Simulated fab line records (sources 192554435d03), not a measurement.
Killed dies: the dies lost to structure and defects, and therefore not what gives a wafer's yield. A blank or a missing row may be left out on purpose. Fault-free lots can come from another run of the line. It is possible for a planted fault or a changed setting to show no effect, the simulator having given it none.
Matching of chambers :: flow n5Finfet :: uvCure-01 running N5_BEOL_M5_CURE_80: 3 sister chambers
The step cures SiCOH lowk, time 120 s. 6 wafers are shown with their chamber, then 11 later ones without.

== EACH WAFER AND ITS CHAMBER ==
wafer: L074.2
chamber: 0
wafer_temp_C_max: 371.3
lampPowerPct (%): 52.43

wafer: L074.3
chamber: 0
wafer_temp_C_max: 371.2
lampPowerPct (%): 52.33

wafer: L083.2
chamber: 2
wafer_temp_C_max: 372.1
lampPowerPct (%): 52.26

wafer: L083.5
chamber: 2
wafer_temp_C_max: 372.1
lampPowerPct (%): 52.38

wafer: L088.4
chamber: 1
wafer_temp_C_max: 371.9
lampPowerPct (%): 52.21

wafer: L088.2
chamber: 1
wafer_temp_C_max: 372.3
lampPowerPct (%): 52.38

== WAFERS WITH NO CHAMBER GIVEN ==
wafer: L088.5
wafer_temp_C_max: 373.5
lampPowerPct (%): 52.32

wafer: L088.6
wafer_temp_C_max: 372.8
lampPowerPct (%): 52.37

wafer: L089.3
wafer_temp_C_max: 371.1
lampPowerPct (%): 52.18

wafer: L089.4
wafer_temp_C_max: 370.5
lampPowerPct (%): 52.30

wafer: L089.5
wafer_temp_C_max: 370.9
lampPowerPct (%): 52.39

wafer: L093.1
wafer_temp_C_max: 372.0
lampPowerPct (%): 52.22

wafer: L093.2
wafer_temp_C_max: 371.8
lampPowerPct (%): 52.26

wafer: L093.3
wafer_temp_C_max: 372.0
lampPowerPct (%): 52.28

wafer: L095.2
wafer_temp_C_max: 371.0
lampPowerPct (%): 52.24

wafer: L095.4
wafer_temp_C_max: 371.1
lampPowerPct (%): 52.43

wafer: L095.5
wafer_temp_C_max: 371.0
lampPowerPct (%): 52.40

== WHICH CHAMBER EACH ONE RAN IN ==
wafer: L088.5
from the rows above: can't be placed: 2 or 1
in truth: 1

wafer: L088.6
from the rows above: can't be placed: 2 or 1
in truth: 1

wafer: L089.3
from the rows above: 0
in truth: 0

wafer: L089.4
from the rows above: 0
in truth: 0

wafer: L089.5
from the rows above: 0
in truth: 0

wafer: L093.1
from the rows above: can't be placed: 1 or 2
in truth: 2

wafer: L093.2
from the rows above: can't be placed: 1 or 2 or 0
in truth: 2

wafer: L093.3
from the rows above: can't be placed: 1 or 2
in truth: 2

wafer: L095.2
from the rows above: 0
in truth: 0

wafer: L095.4
from the rows above: 0
in truth: 0

wafer: L095.5
from the rows above: 0
in truth: 0
Placed correctly: 6 of 11. Unplaceable from these rows: 5, with the true chamber sitting among the candidates in 5. 0 placed wrongly.
How it was worked out, from the rows above alone: a wafer's distance from a chamber is the root of the sum, over the readings, of the square of ((its reading less the chamber's mean) divided by the reading's scatter). The wafer belongs to the nearest chamber; if the next one is less than 2 further off, it can't be placed. The mean given for a chamber averages the wafers shown for that chamber. How the scatter is found: for the shown wafers, subtract from each reading the mean of its chamber, square and add these, divide the total by (wafers less chambers), then take the root.
